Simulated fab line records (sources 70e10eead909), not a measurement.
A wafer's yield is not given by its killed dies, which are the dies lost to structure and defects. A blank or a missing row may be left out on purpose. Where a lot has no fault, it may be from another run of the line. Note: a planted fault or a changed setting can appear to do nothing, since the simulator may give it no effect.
fab line records	flow nand_harc	part 1 of 2: steps 1 to 24 of 31
record: lots: 5	wafers: 15	last_day: 26
route steps=1159 shown A_CHANNEL_FILL_D1@499 A_STAIRCASE@519
lots that met no fault: from a run of the same line without faults
start_h: hours from the record's opening day to when the first of the lot's shown wafers began	wait_h: how many hours have passed since the lot's step before this one	" unchanged from the row above	L1.1+2: several wafers, shown together as one row	- no value, or no start was given	* or withheld: withheld	< > ~ a bound
route shown NAME@n: NAME is a module with steps in the file, n the number in the route of the first one	usual: average and standard deviation across the fault-free wafers	same: alike in all rows	chamber/n: place in a boat	sites: each site's reading	_std_site: how widely they spread, as a standard deviation	_edge_site: the outer-site mean with the inner-site mean subtracted	radius_mm: for every site, how far away it sits from the centre of the wafer	mask NAME#n: copy n	behind: the most recent tool/chamber to have shaped the wafer	hold: why the lot was held/for how many hours/how that ended	device: the n, p or np transistor that did not switch	end of line: tests of these same wafers at the route's end	a step with no rows: only its recipe	killed: dies that structure and defects cost at the first sort, which is not the same as the wafer's yield	map: per-die view of a wafer (x killed, . not killed, _ where there is no die)
set.NAME: the setting as run; set.NAME@STEP: as run at that earlier step	model.NAME: the simulator's own value behind a step, which no gauge read
lots at some steps of the route; a table a step, a row a wafer
services: when a tool's chamber went out of use (start_h, in hours from the record's first day, below 0 if earlier), for how many hours, and the reason
== steps ==
step: NHARC_A_CHANNEL_FILL_D1_ETCHBACK_19
recipe: target_depth_a: 50	time_s: 1.7	hbr_flow_sccm: 150	cl2_flow_sccm: 50	rf_w: 400	icp_w: 400	bias_w: 100	chemistry: HBr/Cl2
usual: drypump_motor_current_A: 6.1/0.4	oes_product_au: 0.998/0.015	throttle_valve_pct: 26.406/0.0093
lot.wafer	tool	chamber	start_h	wait_h	drypump_motor_current_A	oes_product_au	rf_hours_counter_h	throttle_valve_pct
L074.2	rie_si-01	3	211.47	0.4	6.0	0.980	0.7	26.411
L074.4	"	2	"	"	6.4	1.026	-	26.415
L074.5	"	3	"	"	6.0	0.987	-	26.412
L076.4	rie_si-06	3	218.81	0.4	6.4	0.997	0.2	26.422
L076.2	"	1	"	"	5.5	1.017	0.3	26.406
L076.5	"	3	"	"	6.4	0.998	-	26.412
L083.2	rie_si-06	1	263.01	0.4	5.5	1.003	0.6	26.398
L083.4	"	2	"	"	6.1	0.976	0.6	26.414
L083.6	"	0	"	"	6.4	0.975	-	26.399
L095.3	rie_si-01	1	328.69	0.4	6.3	1.021	0.2	26.408
L095.5	"	0	"	"	6.3	1.023	-	26.415
L095.6	"	1	"	"	6.3	1.017	-	26.405
L096.2	rie_si-06	2	337.22	0.4	6.1	0.989	1.0	26.409
L096.4	"	0	"	"	6.5	0.979	1.2	26.394
L096.1	"	1	"	"	5.5	1.004	1.2	26.417
step: NHARC_A_CHANNEL_FILL_D1_ETCHBACK_20
recipe: target_depth_a: 270	time_s: 13.5	c4f8_flow_sccm: withheld	o2_flow_sccm: 8	ar_flow_sccm: withheld	rf_w: 600	bias_w: 1500	chemistry: C4F8/O2/Ar
usual: oes_product_au: 0.97/0.038	rf_vpp_V: 978/5.1
lot.wafer	tool	chamber	start_h	wait_h	oes_product_au	rf_hours_counter_h	rf_vpp_V
L074.2	rie_diel-03	0	211.61	-	0.93	6	978
L074.4	"	3	"	"	0.94	5	980
L074.5	"	0	"	"	0.92	-	977
L076.4	rie_diel-02	0	218.92	-	1.01	2	981
L076.2	"	2	"	"	0.98	1	976
L076.5	"	0	"	"	1.00	-	983
L083.2	rie_diel-02	3	263.13	-	0.90	3	972
L083.6	"	3	"	"	0.91	-	972
L083.4	"	0	"	"	0.92	-	981
L095.3	rie_diel-03	2	328.87	-	0.92	4	970
L095.5	"	1	"	"	0.93	-	988
L095.6	"	2	"	"	0.92	-	971
L096.1	rie_diel-03	1	337.36	-	0.93	5	987
L096.2	"	2	"	"	0.91	5	970
L096.4	"	1	"	"	0.93	-	986
step: NHARC_A_CHANNEL_FILL_D1_STRIP_28
recipe: time_s: 20	o2_flow_sccm: 500	ar_flow_sccm: 0	bias_w: 0	chemistry: O2
usual: drypump_motor_current_A: 5.8/0.31	o2_flow_sccm: 500.3/1.4	oes_product_au: 0.999/0.013	rf_vpp_V: 57.7/0.87	showerhead_plenum_p_Torr: 3.51/0.13	throttle_valve_pct: 17.038/0.0085
lot.wafer	tool	chamber	start_h	wait_h	drypump_motor_current_A	o2_flow_sccm	oes_product_au	rf_hours_counter_h	rf_vpp_V	showerhead_plenum_p_Torr	throttle_valve_pct
L074.4	rie_diel-03	0	211.70	0.1	6.3	500.9	1.007	6	57.3	3.52	17.020
L074.2	"	1	"	"	5.8	499.0	1.024	6	58.5	3.72	17.025
L074.5	"	1	"	"	5.8	501.4	1.018	-	57.7	3.72	17.039
L076.4	rie_diel-02	1	219.03	0.1	6.2	497.5	1.006	1	58.1	3.46	17.029
L076.2	"	2	"	"	5.4	498.3	0.989	1	58.7	3.48	17.031
L076.5	"	2	"	"	5.4	499.2	0.994	-	60.5	3.48	17.024
L083.2	rie_diel-02	0	263.24	0.1	5.7	500.6	0.999	3	59.0	3.59	17.036
L083.4	"	3	"	"	6.0	501.3	0.984	-	57.0	3.33	17.054
L083.6	"	0	"	"	5.7	499.4	1.010	-	57.6	3.59	17.045
L095.3	rie_diel-03	2	328.95	0.1	5.7	497.7	0.988	4	55.7	3.33	17.048
L095.6	"	1	"	"	5.8	499.9	1.007	-	57.6	3.72	17.039
L095.5	"	2	"	"	5.7	499.3	0.991	-	57.2	3.33	17.039
L096.1	rie_diel-03	1	337.46	0.1	5.7	498.3	1.019	5	57.8	3.72	17.025
L096.2	"	2	"	"	5.7	500.9	0.994	5	57.9	3.33	17.027
L096.4	"	3	"	"	5.5	500.0	1.000	-	57.0	3.57	17.042
step: NHARC_A_CHANNEL_FILL_D1_PRECLEAN_21
recipe: time_s: 30	chemistry: dHF
lot.wafer	tool	chamber	start_h	wait_h
L074.2+5+4	wet_bench-01	1,3,5	211.80	-
L076.2+5+4	wet_bench-09	4,5,7	219.13	-
L083.2+4+6	wet_bench-01	2,3,4	263.35	-
L095.5+3+6	wet_bench-01	0,1,4	329.05	-
L096.1+2+4	wet_bench-01	4,5,6	337.58	-
step: NHARC_A_CHANNEL_FILL_D1_SRD_23
lot.wafer	tool	chamber	start_h	wait_h
L074.2+5+4	wet_bench-01	1,3,5	211.82	0.0
L076.2+5+4	wet_bench-09	4,5,7	219.16	0.0
L083.2+4+6	wet_bench-01	2,3,4	263.37	0.0
L095.5+3+6	wet_bench-01	0,1,4	329.07	0.0
L096.1+2+4	wet_bench-01	4,5,6	337.59	0.0
step: NHARC_A_CHANNEL_FILL_D1_CVD_05
recipe: target_thk_a: 50	temp_c: 550	material: poly-Si
usual: spike_tc_top_C: 568.7/2.5
lot.wafer	tool	chamber	start_h	wait_h	spike_tc_top_C
L074.2	lpcvd_poly-04	0	214.25	2.4	572.4
L074.4	"	0	"	"	570.8
L074.5	"	0	"	"	572.2
L076.2	lpcvd_poly-04	0	221.59	2.4	573.1
L076.4	"	0	"	"	574.9
L076.5	"	0	"	"	571.9
L083.2	lpcvd_poly-01	0	265.60	2.2	566.8
L083.4	"	0	"	"	567.1
L083.6	"	0	"	"	568.4
L095.3	lpcvd_poly-03	0	331.46	2.4	568.4
L095.5	"	0	"	"	568.4
L095.6	"	0	"	"	567.1
L096.1	lpcvd_poly-04	0	340.02	2.4	573.4
L096.2	"	0	"	"	571.8
L096.4	"	0	"	"	573.2
step: NHARC_A_CHANNEL_FILL_D1_ANNEAL_22
recipe: temp_c: 620	time_s: 7200
usual: spike_tc_top_C: 638.1/2.4	tube_center_temp_C_max: 621.56/0.25
lot.wafer	tool	chamber	start_h	wait_h	spike_tc_top_C	tube_center_temp_C_max
L074.2	furnace-07	0	219.38	3.3	641.1	621.43
L074.4	"	0	"	"	639.1	621.60
L074.5	"	0	"	"	640.9	621.21
L076.2	furnace-02	0	226.65	3.3	634.8	621.25
L076.4	"	0	"	"	635.5	621.70
L076.5	"	0	"	"	635.3	621.67
L083.2	furnace-03	0	270.94	3.5	640.1	621.41
L083.4	"	0	"	"	640.6	621.63
L083.6	"	0	"	"	639.2	621.97
L095.3	furnace-02	0	336.58	3.3	634.4	622.01
L095.5	"	0	"	"	635.3	621.44
L095.6	"	0	"	"	634.9	621.20
L096.1	furnace-07	0	345.11	3.3	639.8	621.62
L096.2	"	0	"	"	639.7	621.23
L096.4	"	0	"	"	638.2	621.58
step: NHARC_A_CHANNEL_FILL_D1_ALD_25
recipe: target_thk_a: 600	pulse_time_s: 10	ald_cycles: 600	temp_c: 300	material: SiOx
usual: heater_power_w: 472/58	precursor_pulse_height_rel: 1.000/0.019
lot.wafer	tool	chamber	start_h	wait_h	heater_power_w	precursor_pulse_height_rel
L074.4	ald_hk-01	0	224.03	0.7	491	0.977
L074.2	"	1	"	"	448	1.003
L074.5	"	0	226.48	3.1	502	1.006
L076.2	ald_hk-04	3	231.94	1.3	515	1.013
L076.4	"	0	"	"	392	1.005
L076.5	"	1	"	"	491	1.014
L083.4	ald_hk-01	2	275.01	0.1	440	1.015
L083.2	"	1	276.85	1.9	441	1.012
L083.6	"	2	"	"	436	1.002
L095.3	ald_hk-03	0	340.58	0.1	486	1.000
L095.5	"	0	343.07	2.5	501	1.026
L095.6	"	1	"	"	510	0.993
L096.2	ald_hk-03	0	352.94	3.8	501	0.985
L096.4	"	1	"	"	519	1.013
L096.1	"	2	"	"	352	0.985
step: NHARC_A_CHANNEL_FILL_D1_ETCHBACK_08
recipe: target_depth_a: 2200	time_s: 110	c4f8_flow_sccm: 20	ar_flow_sccm: withheld	rf_w: 600	bias_w: 300	chemistry: C4F8
usual: oes_product_au: 0.96/0.038	rf_vpp_V: 440.3/2.3
lot.wafer	tool	chamber	start_h	wait_h	oes_product_au	rf_hours_counter_h	rf_vpp_V
L074.2	rie_diel-02	1	-	-	1.00	2	439.7
L074.4	"	2	"	"	0.99	2	439.3
L074.5	"	3	"	"	0.99	-	437.1
L076.2	rie_diel-02	3	-	-	0.91	2	437.8
L076.4	"	1	"	"	0.93	2	439.5
L076.5	"	0	"	"	0.94	-	442.7
L083.2	rie_diel-03	0	-	-	0.97	2	440.9
L083.4	"	1	"	"	0.96	2	444.4
L083.6	"	3	"	"	0.97	-	441.6
L095.3	rie_diel-13	1	-	-	1.00	10	441.5
L095.5	"	0	"	"	1.00	-	441.6
L095.6	"	1	"	"	1.00	-	442.8
L096.2	rie_diel-03	3	-	-	0.92	5	440.4
L096.1	"	0	"	"	0.94	5	441.2
L096.4	"	1	"	"	0.93	6	445.4
step: NHARC_A_CHANNEL_FILL_D1_STRIP_29
recipe: time_s: 20	o2_flow_sccm: 500	ar_flow_sccm: 0	bias_w: 0	chemistry: O2
usual: drypump_motor_current_A: 5.8/0.32	o2_flow_sccm: 500.0/1.6	oes_product_au: 0.999/0.014	rf_vpp_V: 57.7/0.83	showerhead_plenum_p_Torr: 3.51/0.12	throttle_valve_pct: 17.036/0.0086
lot.wafer	tool	chamber	start_h	wait_h	drypump_motor_current_A	o2_flow_sccm	oes_product_au	rf_hours_counter_h	rf_vpp_V	showerhead_plenum_p_Torr	throttle_valve_pct
L074.4	rie_diel-02	0	-	-	5.7	499.2	1.010	2	58.0	3.59	17.030
L074.2	"	3	"	"	6.1	500.4	0.981	2	57.3	3.34	17.042
L074.5	"	1	"	"	6.2	499.7	0.998	-	57.2	3.46	17.041
L076.4	rie_diel-02	2	-	-	5.4	498.6	0.983	2	58.4	3.48	17.047
L076.2	"	3	"	"	6.0	500.6	0.972	2	57.6	3.33	17.049
L076.5	"	2	"	"	5.4	498.5	0.976	-	57.8	3.48	17.046
L083.2	rie_diel-03	1	-	-	5.8	500.3	0.997	2	57.1	3.72	17.037
L083.4	"	0	"	"	6.3	499.2	1.023	2	57.3	3.52	17.038
L083.6	"	2	"	"	5.8	502.8	0.992	-	56.5	3.33	17.045
L095.3	rie_diel-13	0	-	-	5.6	499.5	1.004	10	57.3	3.53	17.035
L095.5	"	1	"	"	5.2	500.5	0.991	-	58.7	3.59	17.028
L095.6	"	2	"	"	6.0	500.8	1.018	-	57.1	3.36	17.039
L096.2	rie_diel-03	2	-	-	5.8	500.3	0.981	5	58.5	3.33	17.027
L096.4	"	3	"	"	5.6	500.7	0.989	5	59.2	3.57	17.043
L096.1	"	1	"	"	5.8	502.0	1.013	6	59.0	3.72	17.034
step: NHARC_A_CHANNEL_FILL_D1_PRECLEAN_30
recipe: time_s: 30	chemistry: dHF
lot.wafer	tool	chamber	start_h	wait_h
L074.2+4+5	wet_bench-09	1,2,3	229.19	-
L076.4+2+5	wet_bench-09	5,0,1	236.51	-
L083.2+6+4	wet_bench-01	3,5,6	280.80	-
L095.3+5+6	wet_bench-06	0,1,2	346.44	-
L096.2+4+1	wet_bench-09	3,4,5	358.14	-
step: NHARC_A_CHANNEL_FILL_D1_SRD_31
lot.wafer	tool	chamber	start_h	wait_h
L074.2+4+5	wet_bench-09	1,2,3	229.21	0.0
L076.4+2+5	wet_bench-09	5,0,1	236.54	0.0
L083.2+6+4	wet_bench-01	3,5,6	280.82	0.0
L095.3+5+6	wet_bench-06	0,1,2	346.47	0.0
L096.2+4+1	wet_bench-09	3,4,5	358.16	0.0
step: NHARC_A_CHANNEL_FILL_D1_CVD_09
recipe: target_thk_a: 1500	temp_c: 620	pressure_mtorr: 200	time_s: 3000	material: poly-Si
usual: spike_tc_top_C: 634.6/2.1
lot.wafer	tool	chamber	start_h	wait_h	spike_tc_top_C
L074.2	lpcvd_poly-01	0	231.59	2.4	633.0
L074.4	"	0	"	"	634.1
L074.5	"	0	"	"	634.9
L076.2	lpcvd_poly-03	0	238.91	2.4	634.1
L076.4	"	0	"	"	635.1
L076.5	"	0	"	"	633.3
L083.2	lpcvd_poly-01	0	283.07	2.3	633.2
L083.4	"	0	"	"	634.8
L083.6	"	0	"	"	634.9
L095.3	lpcvd_poly-01	0	348.72	2.3	634.6
L095.5	"	0	"	"	633.0
L095.6	"	0	"	"	634.4
L096.1	lpcvd_poly-04	0	360.59	2.4	638.8
L096.2	"	0	"	"	639.1
L096.4	"	0	"	"	636.5
step: NHARC_A_CHANNEL_FILL_D1_CMP_10
recipe: target_thk_nm: 150
usual: motor_current_A: 11.9/1	time_to_endpoint_s: 17.0/2.9
lot.wafer	tool	chamber	start_h	wait_h	motor_current_A	time_to_endpoint_s
L074.2	cmp-01	3	234.78	0.4	10.9	14.1
L074.4	"	2	"	"	13.5	17.1
L074.5	"	0	"	"	11.9	14.3
L076.4	cmp-04	0	242.11	0.4	11.6	18.0
L076.2	"	1	"	"	13.3	21.3
L076.5	"	3	"	"	9.7	20.3
L083.2	cmp-02	0	286.26	0.4	11.7	15.5
L083.4	"	3	"	"	11.0	14.7
L083.6	"	0	"	"	11.3	15.2
L095.3	cmp-01	2	351.95	0.4	13.4	16.3
L095.5	"	2	"	"	13.5	13.9
L095.6	"	3	"	"	11.4	13.9
L096.2	cmp-04	0	363.69	0.4	12.0	19.8
L096.4	"	1	"	"	12.7	20.6
L096.1	"	2	"	"	13.1	14.8
step: NHARC_A_CHANNEL_FILL_D1_SRD_12
lot.wafer	tool	chamber	start_h	wait_h
L074.2+4+5	wet_bench-06	3,5,7	235.09	0.0
L076.4+5+2	wet_bench-01	1,3,4	242.39	0.0
L083.6+4+2	wet_bench-01	6,7,2	286.55	0.0
L095.3+5+6	wet_bench-06	6,1,2	352.25	0.0
L096.4+2+1	wet_bench-09	4,6,7	363.99	0.0
step: NHARC_A_CHANNEL_FILL_D1_RTA_24
recipe: temp_c: 1000	time_s: 5
usual: lamp_power_pct: 29/3	lamp_zone_3_pct: 29/3	lamp_zone_4_pct: 29/3	wafer_temp_C_max: 1004.3/1.5
lot.wafer	tool	chamber	start_h	wait_h	lamp_power_pct	lamp_zone_3_pct	lamp_zone_4_pct	wafer_temp_C_max
L074.2	rtp_anneal-02	0	235.68	0.5	26	26	26	1004.5
L074.4	"	0	"	"	26	26	26	1004.0
L074.5	"	0	"	"	26	26	26	1003.8
L076.2	rtp_anneal-01	0	242.53	0.1	32	32	32	1005.3
L076.4	"	0	"	"	32	32	32	1005.9
L076.5	"	0	"	"	32	32	32	1005.4
L083.2	rtp_anneal-02	0	286.70	0.1	26	26	26	1002.3
L083.4	"	0	"	"	26	26	26	1003.0
L083.6	"	0	"	"	26	26	26	1002.3
L095.3	rtp_anneal-01	0	352.68	0.3	32	32	32	1004.1
L095.5	"	0	"	"	32	32	32	1006.6
L095.6	"	0	"	"	32	32	32	1004.7
L096.1	rtp_anneal-01	0	364.11	0.0	32	32	32	1006.3
L096.2	"	0	"	"	32	32	32	1005.1
L096.4	"	0	"	"	32	32	32	1005.6
step: NHARC_A_CHANNEL_FILL_D1_INSPECT_13
usual: raw_defect_count: 284/120
lot.wafer	tool	chamber	start_h	wait_h	raw_defect_count
L074.2	defect_inspect-01	-	235.85	0.1	281
L074.4	"	-	"	"	246
L074.5	"	-	"	"	280
L076.2	defect_inspect-02	-	242.70	0.1	132
L076.4	"	-	"	"	218
L076.5	"	-	"	"	183
L083.2	defect_inspect-01	-	286.87	0.1	229
L083.4	"	-	"	"	573
L083.6	"	-	"	"	250
L095.3	defect_inspect-01	-	352.83	0.1	443
L095.5	"	-	"	"	273
L095.6	"	-	"	"	311
L096.1	defect_inspect-01	-	364.31	0.2	283
L096.2	"	-	"	"	364
L096.4	"	-	"	"	412
step: NHARC_A_STAIRCASE_DEP_156
recipe: target_thk_a: 500	temp_c: 400	target_thk_nm: 50	flow_sccm: 200	rf_w: 450	material: SiNx
usual: heater_power_w: 740/72
lot.wafer	tool	chamber	start_h	wait_h	heater_power_w
L074.2	pecvd-01	0	235.92	0.1	778
L074.4	"	1	"	"	755
L074.5	"	2	"	"	933
L076.2	pecvd-03	0	242.80	0.1	739
L076.5	"	0	"	"	735
L076.4	"	1	"	"	708
L083.2	pecvd-03	2	286.96	0.1	687
L083.6	"	2	"	"	717
L083.4	"	0	"	"	729
L095.3	pecvd-02	0	352.89	0.1	694
L095.5	"	0	"	"	719
L095.6	"	2	"	"	693
L096.1	pecvd-03	0	364.38	0.1	797
L096.2	"	1	"	"	856
L096.4	"	2	"	"	746
step: NHARC_A_STAIRCASE_DEHYDRATE_158
recipe: temp_c: 150	time_s: 120
usual: resist_line_temp_C: 23.02/0.11
lot.wafer	tool	chamber	start_h	wait_h	resist_line_temp_C
L074.2	litho_track-05	0	236.19	0.2	22.93
L074.4	"	0	"	"	22.97
L074.5	"	0	"	"	22.85
L076.2	litho_track-03	0	243.04	0.2	23.13
L076.4	"	0	"	"	23.00
L076.5	"	0	"	"	22.93
L083.2	litho_track-03	0	287.20	0.2	23.06
L083.4	"	0	"	"	22.92
L083.6	"	0	"	"	22.88
L095.3	litho_track-05	0	353.16	0.2	22.89
L095.5	"	0	"	"	23.01
L095.6	"	0	"	"	22.98
L096.1	litho_track-03	0	364.65	0.2	23.06
L096.2	"	0	"	"	23.01
L096.4	"	0	"	"	23.23
step: NHARC_A_STAIRCASE_HMDS_159
recipe: time_s: 30
usual: resist_line_temp_C: 23.02/0.094
lot.wafer	tool	chamber	start_h	wait_h	resist_line_temp_C
L074.2	litho_track-05	0	-	-	22.94
L074.4	"	0	"	"	23.11
L074.5	"	0	"	"	23.08
L076.2	litho_track-03	0	-	-	22.96
L076.4	"	0	"	"	22.91
L076.5	"	0	"	"	23.00
L083.2	litho_track-03	0	-	-	23.16
L083.4	"	0	"	"	22.99
L083.6	"	0	"	"	23.13
L095.3	litho_track-05	0	-	-	23.06
L095.5	"	0	"	"	23.03
L095.6	"	0	"	"	23.10
L096.1	litho_track-03	0	-	-	23.10
L096.2	"	0	"	"	23.01
L096.4	"	0	"	"	23.10
step: NHARC_A_STAIRCASE_COAT_160
recipe: spin_rpm: 1200
usual: resist_line_temp_C: 23.02/0.1
lot.wafer	tool	chamber	start_h	wait_h	resist_line_temp_C
L074.2	litho_track-05	0	-	-	23.04
L074.4	"	0	"	"	22.96
L074.5	"	0	"	"	22.89
L076.2	litho_track-03	0	-	-	23.16
L076.4	"	0	"	"	23.04
L076.5	"	0	"	"	23.17
L083.2	litho_track-03	0	-	-	23.02
L083.4	"	0	"	"	23.05
L083.6	"	0	"	"	23.01
L095.3	litho_track-05	0	-	-	23.11
L095.5	"	0	"	"	22.96
L095.6	"	0	"	"	23.06
L096.1	litho_track-03	0	-	-	23.00
L096.2	"	0	"	"	23.00
L096.4	"	0	"	"	23.07
step: NHARC_A_STAIRCASE_SOFTBAKE_161
recipe: temp_c: 135	time_s: 170
usual: resist_line_temp_C: 23.00/0.1
lot.wafer	tool	chamber	start_h	wait_h	resist_line_temp_C
L074.2	litho_track-05	0	-	-	23.00
L074.4	"	0	"	"	23.15
L074.5	"	0	"	"	23.04
L076.2	litho_track-03	0	-	-	22.74
L076.4	"	0	"	"	22.84
L076.5	"	0	"	"	22.80
L083.2	litho_track-03	0	-	-	22.94
L083.4	"	0	"	"	22.88
L083.6	"	0	"	"	22.94
L095.3	litho_track-05	0	-	-	22.92
L095.5	"	0	"	"	23.00
L095.6	"	0	"	"	23.10
L096.1	litho_track-03	0	-	-	22.94
L096.2	"	0	"	"	23.04
L096.4	"	0	"	"	23.00
step: NHARC_A_STAIRCASE_EBR_162
usual: resist_line_temp_C: 22.97/0.087
lot.wafer	tool	chamber	start_h	wait_h	resist_line_temp_C
L074.2	litho_track-05	0	-	-	22.83
L074.4	"	0	"	"	22.85
L074.5	"	0	"	"	22.99
L076.2	litho_track-03	0	-	-	22.96
L076.4	"	0	"	"	23.00
L076.5	"	0	"	"	23.00
L083.2	litho_track-03	0	-	-	22.76
L083.4	"	0	"	"	22.87
L083.6	"	0	"	"	22.83
L095.3	litho_track-05	0	-	-	22.99
L095.5	"	0	"	"	22.99
L095.6	"	0	"	"	22.92
L096.1	litho_track-03	0	-	-	22.97
L096.2	"	0	"	"	23.12
L096.4	"	0	"	"	23.14
step: NHARC_A_STAIRCASE_EXPOSE_163
recipe: na: 0.5	dose_mj: 20.01	mask_id: STAIR_OPEN
same: na: 0.5
lot.wafer	tool	chamber	start_h	wait_h	mask
L074.2+4+5	krf_scanner-03	0	236.53	-	STAIR_OPEN#0
L076.2+4+5	krf_scanner-03	0	243.25	-	STAIR_OPEN#0
L083.2+4+6	krf_scanner-03	0	287.54	-	STAIR_OPEN#0
L095.3+5+6	krf_scanner-01	0	353.51	-	STAIR_OPEN#0
L096.1+2+4	krf_scanner-04	0	364.98	-	STAIR_OPEN#0
